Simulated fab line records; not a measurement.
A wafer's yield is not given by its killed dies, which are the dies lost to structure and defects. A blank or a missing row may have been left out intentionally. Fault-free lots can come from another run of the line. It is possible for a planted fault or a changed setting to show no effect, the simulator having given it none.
A lot that was struck, set against a sound lot | flow nand_harc | 14 steps out of a route of 1159
Sound: wafers L675.1, L675.4, L675.5. The struck wafers were L663.1, L663.2, L663.3. At the end, the cause is stated.
Per side, at each step with rows, come the tool, then ch with its chambers, and then its first start. Under that, the readings that differ: sound wafers | struck wafers | difference of the means | sigmas: that difference in standard deviations of wafers without a fault.
alike: a reading whose means differ by less than 2 such deviations, as well as words and numbers matching on both sides. not compared: withheld readings; readings where some wafer has no value; bounds like >300 that might hide an equal value; numbers whose values overlap and for which the record gives no deviation.
The two part at a step that has a row with sigmas, a row that says differs or no value, or rows on one side only. When numbers do not overlap yet have no deviation, they are printed without sigmas and do not part them. A reading missing from all wafers of one side parts the sides only when that side holds two or more wafers.

NHARC_P_GATE_STRIP_95: strips in O2.
  sound on plasma_asher-01 ch 0,1, day 8 18:59; struck on plasma_asher-01 ch 0,1, day 5 23:32
  alike: drypump_motor_current_A, heater_power_w
  not compared: rf_hours_counter_h
then, 1 step without rows for these wafers: NHARC_P_GATE_STRIP_96 (strips in SPM, time 900 s).
NHARC_P_GATE_RTA_64: time 1 s.
  sound on rtp_anneal-01 ch 0, day 8 19:44; struck on rtp_anneal-02 ch 0, day 6 00:05
  reading             | sound                | struck               | difference | sigmas
  lamp_zone_7_pct (%) | 32.01 32.03 32.03    | 32.55 32.51 32.53    | +0.51      | +2
  wafer_temp_C_max    | 1053.6 1053.3 1053.5 | 1058.6 1055.4 1056.8 | +3.5       | +2
  alike: anneal_temp_c_max, lamp_power_pct
then, 1 step without rows for these wafers: NHARC_P_GATE_ETCH_77 (etches SiO2 in dHF, target depth 6 nm).
NHARC_P_GATE_DEGAS_109: time 60 s.
  sound on pvd_sputter-03, day 8 20:02; struck on pvd_sputter-03, day 6 00:25
  alike: heater_power_w
then, 3 steps without rows for these wafers: NHARC_P_GATE_PRE_CLEAN_110 (time 30 s); NHARC_P_GATE_SPUTTER_78 (material Ni, target thk 10 nm); NHARC_P_GATE_SPUTTER_79 (material TiN, target thk 10 nm).
NHARC_P_GATE_RTA_80: time 30 s.
  sound on rtp_anneal-02 ch 0, day 8 20:20; struck on rtp_anneal-02 ch 0, day 6 00:42
  alike: anneal_temp_c_max, lamp_zone_7_pct, wafer_temp_C_max
then, 2 steps without rows for these wafers: NHARC_P_GATE_STRIP_67 (strips in SPM, time 600 s); NHARC_P_GATE_RTA_82 (time 30 s).
NHARC_P_GATE_INSPECT_68:
  sound on defect_inspect-02, day 8 21:01; struck on defect_inspect-02, day 6 01:23
  alike: raw_defect_count
NHARC_P_CONTACT_DEP_30: deposits SiNx, target thk 30 nm.
  sound on pecvd-01 ch 0,1,2, day 8 21:07; struck on pecvd-02 ch 0,1,2, day 6 02:01
  alike: heater_power_w
NHARC_P_CONTACT_DEP_00: deposits SiO2, target thk 500 nm.
  sound on pecvd-01 ch 0,1,2; struck on pecvd-02 ch 0,1,2
  alike: heater_power_w, throttle_valve_pct

## WHERE THEY PART
Only at NHARC_P_GATE_RTA_64, within this record. Later steps at which nothing parts them and some readings are alike: NHARC_P_GATE_DEGAS_109, NHARC_P_GATE_RTA_80, NHARC_P_GATE_INSPECT_68, NHARC_P_CONTACT_DEP_30, NHARC_P_CONTACT_DEP_00.

WHY: the cause the simulator had injected
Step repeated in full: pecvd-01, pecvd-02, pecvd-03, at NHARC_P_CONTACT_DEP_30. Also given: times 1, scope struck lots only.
